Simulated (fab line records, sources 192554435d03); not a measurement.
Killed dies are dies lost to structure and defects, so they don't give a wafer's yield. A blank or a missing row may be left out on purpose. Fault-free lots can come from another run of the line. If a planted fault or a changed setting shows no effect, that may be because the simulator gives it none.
Matching of chambers -- flow n5-finfet -- 4 sister chambers for N5_MIM_TOP_ETCH_STRIP_01 on rie-diel-02
The step strips in O2. 14 wafers are shown with their chamber, then 6 later ones without.

## EACH WAFER AND ITS CHAMBER
wafer,chamber,drypump-motor-current-A (A),showerhead-plenum-p-Torr (Torr),throttle-valve-pct (%)
L544.3,2,5.9,2.06,16.85
L544.4,1,5.7,2.17,16.75
L544.6,0,6.6,2.09,16.99
L554.1,1,5.7,2.16,16.84
L554.3,0,6.5,2.08,17.05
L554.5,2,5.8,2.05,16.41
L555.2,3,6.5,2.00,16.96
L555.4,1,5.7,2.16,16.81
L555.5,1,5.7,2.16,16.83
L557.2,2,5.8,2.05,16.49
L557.4,1,5.7,2.16,16.81
L557.5,1,5.7,2.16,16.84
L558.2,0,6.6,2.07,17.07
L558.3,3,6.5,2.00,16.99

SIGNATURES (averages over the wafers above)
reading,chamber 0,chamber 1,chamber 2,chamber 3,scatter within a chamber
drypump-motor-current-A,6.567,5.700,5.833,6.500,0.0365
showerhead-plenum-p-Torr,2.0800,2.1617,2.0533,2.0000,0.00592
throttle-valve-pct,17.0367,16.8133,16.5833,16.9750,0.109
Rule: a wafer lies at a distance from a chamber equal to the root of the sum of squares, over the readings, of (its reading less the chamber's mean, divided by the reading's scatter). The wafer belongs to the nearest chamber; if the next one is less than 2 further off, it can't be placed. The scatter: the root of (the sum of the squares of (reading less its chamber's mean) over the shown wafers, divided by (wafers less chambers)).

## WAFERS MISSING THEIR CHAMBER
wafer,drypump-motor-current-A (A),showerhead-plenum-p-Torr (Torr),throttle-valve-pct (%)
L563.2,5.8,2.04,16.49
L563.4,6.5,2.00,16.99
L563.6,6.5,2.00,16.96
L562.2,5.7,2.15,16.85
L562.3,6.6,2.00,17.05
L562.5,6.5,2.07,17.10

## WHICH CHAMBER EACH WENT THROUGH
wafer,from the rows above,in truth
L563.2,2,2
L563.4,3,3
L563.6,3,3
L562.2,1,1
L562.3,3,3
L562.5,0,0
Placed correctly: 6 of 6. Number that these rows cannot place: 0. Placed wrongly: 0.
